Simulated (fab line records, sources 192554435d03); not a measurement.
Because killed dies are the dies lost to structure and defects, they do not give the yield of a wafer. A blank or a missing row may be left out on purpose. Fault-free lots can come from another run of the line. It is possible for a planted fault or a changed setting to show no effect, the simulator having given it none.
Chamber matching | flow n5_finfet | cmp-04 running N5_MOL_CONTACT_COAG_CMP_52: 4 sister chambers
The step polishes, stops on SiO2, t overpolish 1.5 s, target thk 66.5 nm. 8 wafers are shown with their chamber, then 8 later ones without.

== EACH WAFER AND ITS CHAMBER ==
wafer  | chamber | motor_current_A (A) | time_to_endpoint_s (s)
L074.1 | 1       | 10.9                | 10.8
L076.3 | 0       | 10.3                | 10.9
L079.3 | 2       | 10.1                | 12.4
L079.6 | 3       | 13.2                | 16.5
L081.1 | 3       | 12.7                | 16.3
L081.3 | 2       | 9.4                 | 13.6
L081.5 | 0       | 9.5                 | 13.5
L082.1 | 1       | 10.5                | 12.1

== WAFERS WITH NO CHAMBER GIVEN ==
wafer  | motor_current_A (A) | time_to_endpoint_s (s)
L082.2 | 10.0                | 8.9
L082.3 | 13.4                | 16.2
L086.1 | 10.7                | 9.6
L086.4 | 14.1                | 14.1
L086.5 | 12.8                | 13.9
L091.1 | 9.9                 | 10.0
L091.3 | 9.6                 | 10.2
L091.6 | 10.5                | 7.9

== EACH ONE'S CHAMBER ==
wafer  | from the rows above          | in truth
L082.2 | can't be placed: 1 or 0 or 2 | 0
L082.3 | 3                            | 3
L086.1 | can't be placed: 1 or 0      | 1
L086.4 | 3                            | 3
L086.5 | 3                            | 3
L091.1 | can't be placed: 0 or 1 or 2 | 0
L091.3 | can't be placed: 0 or 2 or 1 | 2
L091.6 | can't be placed: 1 or 0 or 2 | 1
Placed correctly: 3 of 8. From these rows, 5 cannot be placed; in 5 the true chamber is one of the candidates. Number placed wrongly: 0.
How it was worked out, from the rows above alone: a wafer's distance from a chamber is the root of the sum, over the readings, of the square of ((its reading less the chamber's mean) divided by the reading's scatter). If the next closest chamber is less than 2 further off than the closest, the wafer can't be placed; otherwise it belongs to the closest. The mean given for a chamber averages the wafers shown for that chamber. The scatter is the square root of a quotient: the sum, over the shown wafers, of each reading's squared deviation from its chamber's mean, divided by wafers minus chambers.
